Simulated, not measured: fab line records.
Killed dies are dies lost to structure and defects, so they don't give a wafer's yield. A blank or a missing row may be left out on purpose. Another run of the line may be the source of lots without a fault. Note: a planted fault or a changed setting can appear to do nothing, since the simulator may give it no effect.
What tool caused it? / flow n5Finfet / 34 wafers from 13 lots sampled at 4 of the route's 1938 steps

WHAT THE GAUGES READ, wafer by wafer
N5_BEOL_M13_THK_MEAS_01. Usual: for M13_ILD_THK the level is 840 nm and the standard deviation is 13.
lot=L340; measured=day 15 04:03; on=filmMetro-02; M13_ILD_THK (nm)=837 834 843; flag=
lot=L338; measured=day 15 09:43; on=filmMetro-02; M13_ILD_THK (nm)=827 857 839; flag=
lot=L341; measured=day 15 16:35; on=filmMetro-01; M13_ILD_THK (nm)=827 847; flag=
lot=L342; measured=day 15 20:03; on=filmMetro-02; M13_ILD_THK (nm)=842 841 867; flag=
lot=L344; measured=day 16 21:30; on=filmMetro-02; M13_ILD_THK (nm)=843 862 848; flag=
lot=L346; measured=day 16 22:41; on=filmMetro-01; M13_ILD_THK (nm)=819 841 835; flag=
lot=L349; measured=day 16 23:20; on=filmMetro-01; M13_ILD_THK (nm)=844 840; flag=
lot=L353; measured=day 18 07:08; on=filmMetro-02; M13_ILD_THK (nm)=836 839 859; flag=
lot=L355; measured=day 18 08:10; on=filmMetro-01; M13_ILD_THK (nm)=832 832; flag=
lot=L352; measured=day 18 18:10; on=filmMetro-02; M13_ILD_THK (nm)=862 855; flag=
lot=L357; measured=day 19 10:02; on=filmMetro-02; M13_ILD_THK (nm)=840 859; flag=
lot=L359; measured=day 20 03:59; on=filmMetro-02; M13_ILD_THK (nm)=822 846 844; flag=
lot=L360; measured=day 20 05:32; on=filmMetro-01; M13_ILD_THK (nm)=829 856 846; flag=

WHICH TOOL RAN EACH LOT (tool, then ch and the chambers of the sampled wafers, then the start)
lot=L340; N5_BEOL_M12_DEGAS_41=pvdSputter-01, day 15 02:26; N5_BEOL_M12_PRE_CLEAN_42=pvdSputter-01, day 15 02:28; N5_BEOL_M12_ANNEAL_48=rtpAnneal-02 ch 0, day 15 03:10
lot=L338; N5_BEOL_M12_DEGAS_41=pvdSputter-02, day 15 08:04; N5_BEOL_M12_PRE_CLEAN_42=pvdSputter-02, day 15 08:07; N5_BEOL_M12_ANNEAL_48=rtpAnneal-02 ch 0, day 15 08:51
lot=L341; N5_BEOL_M12_DEGAS_41=pvdSputter-03, day 15 14:35; N5_BEOL_M12_PRE_CLEAN_42=pvdSputter-03, day 15 14:37; N5_BEOL_M12_ANNEAL_48=rtpAnneal-01 ch 0, day 15 15:28
lot=L342; N5_BEOL_M12_DEGAS_41=pvdSputter-02, day 15 18:37; N5_BEOL_M12_PRE_CLEAN_42=pvdSputter-02, day 15 18:39; N5_BEOL_M12_ANNEAL_48=rtpAnneal-01 ch 0, day 15 19:07
lot=L344; N5_BEOL_M12_DEGAS_41=pvdSputter-03, day 16 20:04; N5_BEOL_M12_PRE_CLEAN_42=pvdSputter-03, day 16 20:07; N5_BEOL_M12_ANNEAL_48=rtpAnneal-01, day 16 20:37
lot=L346; N5_BEOL_M12_DEGAS_41=pvdSputter-03, day 16 21:05; N5_BEOL_M12_PRE_CLEAN_42=pvdSputter-03, day 16 21:08; N5_BEOL_M12_ANNEAL_48=rtpAnneal-02, day 16 21:35
lot=L349; N5_BEOL_M12_DEGAS_41=pvdSputter-02, day 16 21:30; N5_BEOL_M12_PRE_CLEAN_42=pvdSputter-02, day 16 21:32; N5_BEOL_M12_ANNEAL_48=rtpAnneal-01 ch 0, day 16 22:30
lot=L353; N5_BEOL_M12_DEGAS_41=pvdSputter-03, day 18 05:41; N5_BEOL_M12_PRE_CLEAN_42=pvdSputter-03, day 18 05:43; N5_BEOL_M12_ANNEAL_48=rtpAnneal-02 ch 0, day 18 06:11
lot=L355; N5_BEOL_M12_DEGAS_41=pvdSputter-03, day 18 06:25; N5_BEOL_M12_PRE_CLEAN_42=pvdSputter-03, day 18 06:27; N5_BEOL_M12_ANNEAL_48=rtpAnneal-02 ch 0, day 18 07:19
lot=L352; N5_BEOL_M12_DEGAS_41=pvdSputter-02, day 18 16:45; N5_BEOL_M12_PRE_CLEAN_42=pvdSputter-02, day 18 16:47; N5_BEOL_M12_ANNEAL_48=rtpAnneal-02 ch 0, day 18 17:25
lot=L357; N5_BEOL_M12_DEGAS_41=pvdSputter-02, day 19 08:37; N5_BEOL_M12_PRE_CLEAN_42=pvdSputter-02, day 19 08:39; N5_BEOL_M12_ANNEAL_48=rtpAnneal-01 ch 0, day 19 09:12
lot=L359; N5_BEOL_M12_DEGAS_41=pvdSputter-03, day 20 02:28; N5_BEOL_M12_PRE_CLEAN_42=pvdSputter-03, day 20 02:30; N5_BEOL_M12_ANNEAL_48=rtpAnneal-02 ch 0, day 20 02:58
lot=L360; N5_BEOL_M12_DEGAS_41=pvdSputter-02, day 20 04:06; N5_BEOL_M12_PRE_CLEAN_42=pvdSputter-02, day 20 04:08; N5_BEOL_M12_ANNEAL_48=rtpAnneal-02 ch 0, day 20 04:36
- N5_BEOL_M12_DEGAS_41: time 60 s.
- N5_BEOL_M12_PRE_CLEAN_42: time 30 s.
- N5_BEOL_M12_ANNEAL_48: time 90 s.

WHAT THE TOOLS THEMSELVES READ (means of the sampled wafers that have a number; where no wafer has one, the mark that the record gives instead)
N5_BEOL_M12_DEGAS_41. Usual: heaterPowerW 331 W, standard deviation 45; susceptorTempC 250.00 C, standard deviation 0.17.
lot=L340; tool=pvdSputter-01; heaterPowerW (W)=313; susceptorTempC (C)=250.13; flag=
lot=L338; tool=pvdSputter-02; heaterPowerW (W)=301; susceptorTempC (C)=249.88; flag=
lot=L341; tool=pvdSputter-03; heaterPowerW (W)=353; susceptorTempC (C)=250.08; flag=
lot=L342; tool=pvdSputter-02; heaterPowerW (W)=344; susceptorTempC (C)=249.86; flag=
lot=L344; tool=pvdSputter-03; heaterPowerW (W)=311; susceptorTempC (C)=249.98; flag=
lot=L346; tool=pvdSputter-03; heaterPowerW (W)=352; susceptorTempC (C)=250.01; flag=
lot=L349; tool=pvdSputter-02; heaterPowerW (W)=314; susceptorTempC (C)=250.06; flag=
lot=L353; tool=pvdSputter-03; heaterPowerW (W)=334; susceptorTempC (C)=250.05; flag=
lot=L355; tool=pvdSputter-03; heaterPowerW (W)=304; susceptorTempC (C)=249.85; flag=
lot=L352; tool=pvdSputter-02; heaterPowerW (W)=309; susceptorTempC (C)=250.28; flag=
lot=L357; tool=pvdSputter-02; heaterPowerW (W)=362; susceptorTempC (C)=249.97; flag=
lot=L359; tool=pvdSputter-03; heaterPowerW (W)=345; susceptorTempC (C)=250.03; flag=
lot=L360; tool=pvdSputter-02; heaterPowerW (W)=367; susceptorTempC (C)=250.00; flag=

N5_BEOL_M12_PRE_CLEAN_42. Usual: heaterPowerW 331 W, standard deviation 44; susceptorTempC 249.99 C, standard deviation 0.18.
lot=L340; tool=pvdSputter-01; heaterPowerW (W)=313; susceptorTempC (C)=249.85; flag=
lot=L338; tool=pvdSputter-02; heaterPowerW (W)=299; susceptorTempC (C)=249.84; flag=
lot=L341; tool=pvdSputter-03; heaterPowerW (W)=353; susceptorTempC (C)=250.15; flag=
lot=L342; tool=pvdSputter-02; heaterPowerW (W)=341; susceptorTempC (C)=249.92; flag=
lot=L344; tool=pvdSputter-03; heaterPowerW (W)=313; susceptorTempC (C)=249.79; flag=
lot=L346; tool=pvdSputter-03; heaterPowerW (W)=351; susceptorTempC (C)=250.06; flag=
lot=L349; tool=pvdSputter-02; heaterPowerW (W)=315; susceptorTempC (C)=250.20; flag=
lot=L353; tool=pvdSputter-03; heaterPowerW (W)=334; susceptorTempC (C)=250.00; flag=
lot=L355; tool=pvdSputter-03; heaterPowerW (W)=304; susceptorTempC (C)=250.14; flag=
lot=L352; tool=pvdSputter-02; heaterPowerW (W)=314; susceptorTempC (C)=250.03; flag=
lot=L357; tool=pvdSputter-02; heaterPowerW (W)=361; susceptorTempC (C)=249.94; flag=
lot=L359; tool=pvdSputter-03; heaterPowerW (W)=352; susceptorTempC (C)=250.10; flag=
lot=L360; tool=pvdSputter-02; heaterPowerW (W)=367; susceptorTempC (C)=249.94; flag=

N5_BEOL_M12_ANNEAL_48. Usual: annealTempC 224.97 C, standard deviation 0.15; annealTempCMax 225.85, standard deviation 0.29; wafer_temp_C_max 225.83, standard deviation 0.23.
lot=L340; tool=rtpAnneal-02; annealTempC (C)=224.93; annealTempCMax=225.60; wafer_temp_C_max=226.00; flag=
lot=L338; tool=rtpAnneal-02; annealTempC (C)=225.07; annealTempCMax=225.71; wafer_temp_C_max=225.58; flag=
lot=L341; tool=rtpAnneal-01; annealTempC (C)=225.18; annealTempCMax=226.55; wafer_temp_C_max=226.02; flag=
lot=L342; tool=rtpAnneal-01; annealTempC (C)=225.07; annealTempCMax=226.09; wafer_temp_C_max=225.79; flag=
lot=L344; tool=rtpAnneal-01; annealTempC (C)=-; annealTempCMax=-; wafer_temp_C_max=-; flag=OFF
lot=L346; tool=rtpAnneal-02; annealTempC (C)=-; annealTempCMax=-; wafer_temp_C_max=-; flag=OFF
lot=L349; tool=rtpAnneal-01; annealTempC (C)=225.03; annealTempCMax=225.97; wafer_temp_C_max=226.11; flag=
lot=L353; tool=rtpAnneal-02; annealTempC (C)=224.89; annealTempCMax=225.69; wafer_temp_C_max=225.76; flag=
lot=L355; tool=rtpAnneal-02; annealTempC (C)=224.92; annealTempCMax=225.56; wafer_temp_C_max=225.79; flag=
lot=L352; tool=rtpAnneal-02; annealTempC (C)=225.03; annealTempCMax=225.72; wafer_temp_C_max=225.56; flag=
lot=L357; tool=rtpAnneal-01; annealTempC (C)=225.03; annealTempCMax=226.13; wafer_temp_C_max=226.05; flag=
lot=L359; tool=rtpAnneal-02; annealTempC (C)=225.03; annealTempCMax=225.80; wafer_temp_C_max=226.03; flag=
lot=L360; tool=rtpAnneal-02; annealTempC (C)=224.86; annealTempCMax=225.63; wafer_temp_C_max=225.71; flag=

THE ANSWER, worked out from the rows above alone
Rule: take the mean of a lot's wafers that have a number; if it is more than 3 standard deviations from the usual mean, the lot is off. Also off: a lot with no number at a reading for which 4 or more lots have one. Where the step has rows for the other lots, those lots are counted as sound. After the gauges, taken in route order, come the tools' own readings; for these a lot's mean is taken, as printed above. The first step at which some lot is off is used, and at that step the reading that is off furthest; a lot without a number counts as furthest.
Off at N5_BEOL_M12_ANNEAL_48 (annealTempC): L344, L346. Without a number there: L344, L346.
If a tool, at that step or one of the process steps before it, ran each lot that is off and ran no sound lot following the first of them, it fits. None of those tried fits.

WHAT THE SIMULATOR PUT IN
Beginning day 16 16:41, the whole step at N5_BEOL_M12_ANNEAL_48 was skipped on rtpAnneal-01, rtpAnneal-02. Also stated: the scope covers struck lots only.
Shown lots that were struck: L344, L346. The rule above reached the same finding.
